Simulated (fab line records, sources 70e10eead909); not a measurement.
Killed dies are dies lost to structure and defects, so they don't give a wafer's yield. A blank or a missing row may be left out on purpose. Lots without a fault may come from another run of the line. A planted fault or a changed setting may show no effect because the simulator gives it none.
Problem report in the 8D (eight disciplines) form, filled by code | flow nand_harc | the parts of the form that need people (team, actions taken, sign-off) are left out

1. THE PROBLEM
cd_nm at NHARC_P_CONTACT_CD_MEAS_12 reads a mean of 71.5 nm on 4 wafers of 3 lots; wafers without a fault read 90.0 nm with a standard deviation of 0.73. That is -25 standard deviations from the usual mean.
The step: target cd 90 nm.
First seen on wafer L292.2, day 7 20:49, on cd_sem-02. The record holds 36 wafers of 12 lots with a number at this step. Rule for "out", or "out of limits": more than 4 standard deviations from the usual mean. The other wafers with a number count as sound.

2. WHAT IT IS AND WHAT IT IS NOT
question                    | is                             | is not
which readings at this step | cd_nm                          | -
which lots                  | L292, L293, L295               | L283, L285, L294, L296, L299, L300, L301, L305, L306
which wafers of those lots  | L292.2, L293.2, L295.1, L295.2 | L292.5, L292.6, L293.3, L293.5, L295.5
read on which gauges        | cd_sem-02, cd_sem-03           | cd_sem-01
when                        | from day 7 20:49               | up to then (8 sound wafers); but 24 sound wafers of L293, L294, L295, L296, L299, L300, L301, L305, L306 came after

3. SUSPECTS, AND WHAT RULES EACH OUT
Counting: a tool at a process step up to the reading stays a suspect if it ran every lot that is out. Sound lots after the first of them don't rule it out here, since some wafers of a struck lot are sound.
- the gauge at NHARC_P_CONTACT_CD_MEAS_12: ruled out. The wafers that are out were read on 2 gauges (cd_sem-02, cd_sem-03).
- litho_track-06 at NHARC_P_CONTACT_PEB_10 (peb time 65 s): kept. It ran every lot that is out, first L292 (day 7 20:44); its last sound lot up to then is L283 (day 5 06:35). Its own readings are out on those wafers: heater_power_total_W.
Left after counting: litho_track-06 at NHARC_P_CONTACT_PEB_10.

4. THE CAUSE (what the simulator had put in)
Process parameter drift: litho_track-06, from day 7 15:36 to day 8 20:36, at NHARC_P_CONTACT_PEB_10. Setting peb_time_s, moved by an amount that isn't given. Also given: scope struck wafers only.
Counting left only this tool.

5. THE CHAIN OF EFFECTS, in route order
Each row: a reading whose mean over the struck wafers that have a number lies more than 3 standard deviations from the usual. Only readings for which the record gives a usual standard deviation are gone through. hours: the time from each lot's start at the first step in this table that gives one to its start at this step, as a median over the lots. sigmas: the change in usual standard deviations.
hours | step                       | reading              | usual   | on struck wafers | change | sigmas
0     | NHARC_P_CONTACT_PEB_10     | heater_power_total_W | 156.6 W | 204.6            | +48.0  | +99 or more
0     | NHARC_P_CONTACT_CD_MEAS_12 | cd_nm                | 90.0 nm | 71.5             | -18.5  | -25
1     | NHARC_P_CONTACT_CD_MEAS_19 | cd_nm                | 89.5 nm | 71.3             | -18.2  | -8.6
322   | NHARC_END_SORT_01          | killed_at_periphery  | 3.3     | 521.0            | +517.7 | +99 or more
322   | NHARC_END_SORT_01          | killed_dies          | 29      | 546              | +517   | +63
The process steps in it:
- NHARC_P_CONTACT_PEB_10: peb time 65 s.
Later measuring or inspecting steps at which every struck wafer that the step has a row for has a number for every such reading, and none has moved that far: NHARC_P_CONTACT_OVL_MEAS_13.

6. WHAT WOULD HAVE CAUGHT IT SOONER
In this record the first reading out of limits at a measuring or inspecting step was taken at day 7 20:49, 5 hours after the fault began at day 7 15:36.
The tool's own readings at NHARC_P_CONTACT_PEB_10 were out on every struck wafer that the step has a row for (heater_power_total_W): an alarm limit on them would have fired on the first of those.
Of the lots that are out (3), L293, L295 began NHARC_P_CONTACT_PEB_10 on litho_track-06 after day 7 20:49. A hold on the tool at that time would have spared those 2.
